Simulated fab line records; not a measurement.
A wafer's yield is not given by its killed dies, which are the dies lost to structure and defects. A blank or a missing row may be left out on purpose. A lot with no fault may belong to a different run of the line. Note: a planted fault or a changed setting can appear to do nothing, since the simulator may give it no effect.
Matching of chambers    flow n5 finfet    N5_GATE_CUT_DESCUM_18 on rie diel-01 has 4 sister chambers
The step chemistry O2, time 7 s. 4 wafers are shown with their chamber, then 10 later ones without.

== WAFERS PAIRED WITH THEIR CHAMBERS ==
wafer   chamber  showerhead plenum p Torr (Torr)
L081.2  0        1.98
L086.3  1        1.99
L088.1  2        2.05
L088.3  3        2.16

== WAFERS WHOSE CHAMBER IS MISSING ==
wafer   showerhead plenum p Torr (Torr)
L088.5  2.16
L090.1  1.99
L090.2  2.05
L090.6  1.99
L096.1  2.16
L096.3  2.24
L096.5  1.99
L097.1  2.05
L097.4  2.24
L097.5  1.99

== THE CHAMBER EACH PASSED THROUGH ==
wafer    from the rows above            in truth
L088.5   3                              3
L090.1   can't be placed: 1 or 0 or 2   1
L090.2   can't be placed: 2 or 1 or 0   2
L090.6   can't be placed: 1 or 0 or 2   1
L096.1   3                              3
L096.3   3                              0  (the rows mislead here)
L096.5   can't be placed: 1 or 0 or 2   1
L097.1   can't be placed: 2 or 1 or 0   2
L097.4   3                              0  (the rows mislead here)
L097.5   can't be placed: 1 or 0 or 2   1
2 of 10 placed correctly. Not placeable from these rows: 6 (in 6, the candidates include the true chamber). Number placed wrongly: 2.
How it was worked out, from the rows above alone: a wafer's distance from a chamber is the root of the sum, over the readings, of the square of ((its reading less the chamber's mean) divided by the reading's scatter). The wafer belongs to the nearest chamber; if the next one is less than 2 further off, it can't be placed. Each chamber's mean is taken over the wafers shown for it. The scatter: root of mean squared gap, hidden wafer to nearest shown wafer, with one shown wafer a chamber.
